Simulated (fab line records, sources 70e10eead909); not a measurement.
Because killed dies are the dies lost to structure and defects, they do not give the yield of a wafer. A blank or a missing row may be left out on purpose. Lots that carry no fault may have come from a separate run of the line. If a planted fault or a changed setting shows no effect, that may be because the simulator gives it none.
Matching of chambers + flow nand-harc + NHARC_A_STAIRCASE_DEP_322 on pecvd-04 has 3 sister chambers
The step deposits SiO2, target thk 3800 nm. 6 wafers are shown with their chamber, then 10 later ones without.

== EACH WAFER AND ITS CHAMBER ==
| wafer  | chamber | heater-power-w (W) |
|--------|---------|--------------------|
| L080.1 | 0       | 751                |
| L083.2 | 1       | 911                |
| L087.4 | 2       | 511                |
| L087.6 | 1       | 730                |
| L090.2 | 2       | 629                |
| L090.3 | 0       | 665                |

== WAFERS WITHOUT THEIR CHAMBER ==
| wafer  | heater-power-w (W) |
|--------|--------------------|
| L090.6 | 517                |
| L093.2 | 922                |
| L093.4 | 478                |
| L093.5 | 729                |
| L096.3 | 862                |
| L096.5 | 502                |
| L096.6 | 693                |
| L097.1 | 803                |
| L097.5 | 696                |
| L097.6 | 489                |

== WHICH CHAMBER EACH ONE RAN IN ==
| wafer  | from the rows above          | in truth |
|--------|------------------------------|----------|
| L090.6 | can't be placed: 2 or 0      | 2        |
| L093.2 | can't be placed: 1 or 0      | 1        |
| L093.4 | can't be placed: 2 or 0      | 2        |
| L093.5 | can't be placed: 0 or 1 or 2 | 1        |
| L096.3 | can't be placed: 1 or 0      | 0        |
| L096.5 | can't be placed: 2 or 0      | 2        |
| L096.6 | can't be placed: 0 or 2 or 1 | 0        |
| L097.1 | can't be placed: 1 or 0      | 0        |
| L097.5 | can't be placed: 0 or 1 or 2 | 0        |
| L097.6 | can't be placed: 2 or 0      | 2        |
0 of 10 placed correctly. Cannot be placed on the basis of these rows: 10; the candidates contain the true chamber in 10. Placed wrongly: 0.
How it was worked out, from the rows above alone: a wafer's distance from a chamber is the root of the sum, over the readings, of the square of ((its reading less the chamber's mean) divided by the reading's scatter). The wafer belongs to the nearest chamber; if the next one is less than 2 further off, it can't be placed. Each chamber's mean is taken over the wafers shown for it. How the scatter is found: for the shown wafers, subtract from each reading the mean of its chamber, square and add these, divide the total by (wafers less chambers), then take the root.
